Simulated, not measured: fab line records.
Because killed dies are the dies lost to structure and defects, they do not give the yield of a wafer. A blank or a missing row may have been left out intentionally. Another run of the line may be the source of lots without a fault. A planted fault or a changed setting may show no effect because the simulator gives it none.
Matching of chambers | flow n5Finfet | N5_BEOL_M5_CURE_79 on uvCure-02 has 3 sister chambers
The step cures SiCOH lowk, time 240 s. 3 wafers are shown with their chamber, then 12 later ones without.

## EACH WAFER AND ITS CHAMBER
wafer  | chamber | wafer_temp_C_max
L076.5 | 1       | 386.4
L079.5 | 0       | 387.1
L080.4 | 2       | 386.8

## WAFERS MISSING THEIR CHAMBER
wafer  | wafer_temp_C_max
L082.1 | 385.9
L082.3 | 386.3
L082.6 | 385.6
L092.1 | 388.1
L092.2 | 387.6
L092.5 | 387.7
L097.1 | 386.6
L097.3 | 386.3
L097.5 | 386.3
L097.2 | 386.3
L097.4 | 385.9
L097.6 | 386.2

## WHICH CHAMBER EACH ONE RAN IN
wafer  | from the rows above          | in truth
L082.1 | can't be placed: 1 or 2 or 0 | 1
L082.3 | can't be placed: 1 or 2 or 0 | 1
L082.6 | can't be placed: 1 or 2 or 0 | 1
L092.1 | can't be placed: 0 or 2 or 1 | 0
L092.2 | can't be placed: 0 or 2 or 1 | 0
L092.5 | can't be placed: 0 or 2 or 1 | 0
L097.1 | can't be placed: 2 or 1 or 0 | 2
L097.3 | can't be placed: 1 or 2 or 0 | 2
L097.5 | can't be placed: 1 or 2 or 0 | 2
L097.2 | can't be placed: 1 or 2 or 0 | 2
L097.4 | can't be placed: 1 or 2 or 0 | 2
L097.6 | can't be placed: 1 or 2 or 0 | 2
0 of 12 placed correctly. Unplaceable from these rows: 12, with the true chamber sitting among the candidates in 12. Wrongly placed: 0.
How it was worked out, from the rows above alone: a wafer's distance from a chamber is the root of the sum, over the readings, of the square of ((its reading less the chamber's mean) divided by the reading's scatter). The wafer belongs to the nearest chamber; if the next one is less than 2 further off, it can't be placed. Each chamber's mean is taken over the wafers shown for it. The scatter: with one shown wafer a chamber, the root of the mean of the squares of how far each hidden wafer lies from its nearest shown one.
